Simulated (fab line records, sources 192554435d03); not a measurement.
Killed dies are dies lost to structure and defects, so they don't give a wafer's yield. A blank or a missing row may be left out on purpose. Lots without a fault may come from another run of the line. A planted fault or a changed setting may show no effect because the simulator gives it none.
One fault seen from 2 desks | flow n5_finfet | each desk has only its own numbers; what lay behind them comes last

THE TOOL OWNER'S DESK: rie_diel-05
The tool's own readings at N5_MOL_CONTACT_COAG_CONTACT_ETCH_14 (etches SiO2 in C4F6/O2, target depth 27.5 nm, overetch 8.5 nm, time 20 s): means of the sampled wafers that have a number, for each lot that ran on this tool. A lot is out of limits, marked OUT, if its mean lies more than 4 standard deviations from the usual mean; the brackets give that distance.
Columns: A = drypump_motor_current_A at N5_MOL_CONTACT_COAG_CONTACT_ETCH_14, usual 5.7 A; B = oes_f_703_au at N5_MOL_CONTACT_COAG_CONTACT_ETCH_14, usual 0.82 a.u.; C = oes_product_au at N5_MOL_CONTACT_COAG_CONTACT_ETCH_14, usual 0.69 a.u.; D = rf_fwd_power_W at N5_MOL_CONTACT_COAG_CONTACT_ETCH_14, usual 363.8 W; E = rf_vpp_V at N5_MOL_CONTACT_COAG_CONTACT_ETCH_14, usual 693.0 V; F = showerhead_plenum_p_Torr at N5_MOL_CONTACT_COAG_CONTACT_ETCH_14, usual 2.88 Torr; G = throttle_valve_pct at N5_MOL_CONTACT_COAG_CONTACT_ETCH_14, usual 21.23 %
lot  | first seen here | A   | B    | C    | D               | E               | F    | G
L763 | day 4 20:44     | 5.9 | 0.84 | 0.70 | 365.0           | 693.4           | 2.90 | 21.20
L768 | day 6 03:10     | 5.9 | 0.54 | 0.66 | 274.6 (-50) OUT | 751.6 (+21) OUT | 2.94 | 21.08
L769 | day 6 16:12     | 5.8 | 0.61 | 0.75 | 274.9 (-49) OUT | 751.2 (+21) OUT | 2.84 | 21.15
This desk's finding: out of limits on L768, L769; first on L768, day 6 03:10 (rf_fwd_power_W at N5_MOL_CONTACT_COAG_CONTACT_ETCH_14). In limits: L763.

THE METROLOGY DESK
What the gauges read, lot by lot, whatever tool the lot ran on: means of the sampled wafers that have a number. A lot is out of limits, marked OUT, if its mean lies more than 4 standard deviations from the usual mean; the brackets give that distance.
Columns: A = CA_OVL at N5_MOL_CONTACT_COAG_OVL_MEAS_09, usual -0.5 nm
lot  | first seen here | A
L762 | day 4 18:46     | -1.2
L763 | day 4 20:25     | -0.8
L767 | day 6 00:49     | -0.6
L768 | day 6 02:54     | -0.7
L769 | day 6 14:53     | -0.4
L773 | day 7 12:59     | -1.1
L774 | day 7 19:19     | -0.2
L776 | day 8 03:26     | -0.8
L780 | day 9 06:18     | -0.4
L782 | day 9 16:44     | -1.0
L783 | day 10 02:59    | 0.8
L785 | day 10 13:22    | -0.4
This desk's finding: nothing out of limits on any of the 12 lots.

PUT TOGETHER
The tool owner's desk could have raised an alarm at day 6 03:10, on L768, L769.
The metrology desk saw nothing out of limits.
The metrology desk has L768, L769 on record, within its limits.
Of the lots named, all ran N5_MOL_CONTACT_COAG_CONTACT_ETCH_14 on rie_diel-05.

WHAT THE SIMULATOR HAD PUT IN
Process parameter drift: rie_diel-05, from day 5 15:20 on, at N5_MOL_CONTACT_COAG_CONTACT_ETCH_14. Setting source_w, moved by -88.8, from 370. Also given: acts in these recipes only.
Lots struck among those shown: L768, L769.
Hours from the fault's start to each desk's first reading out of limits: the tool owner's desk, 12.
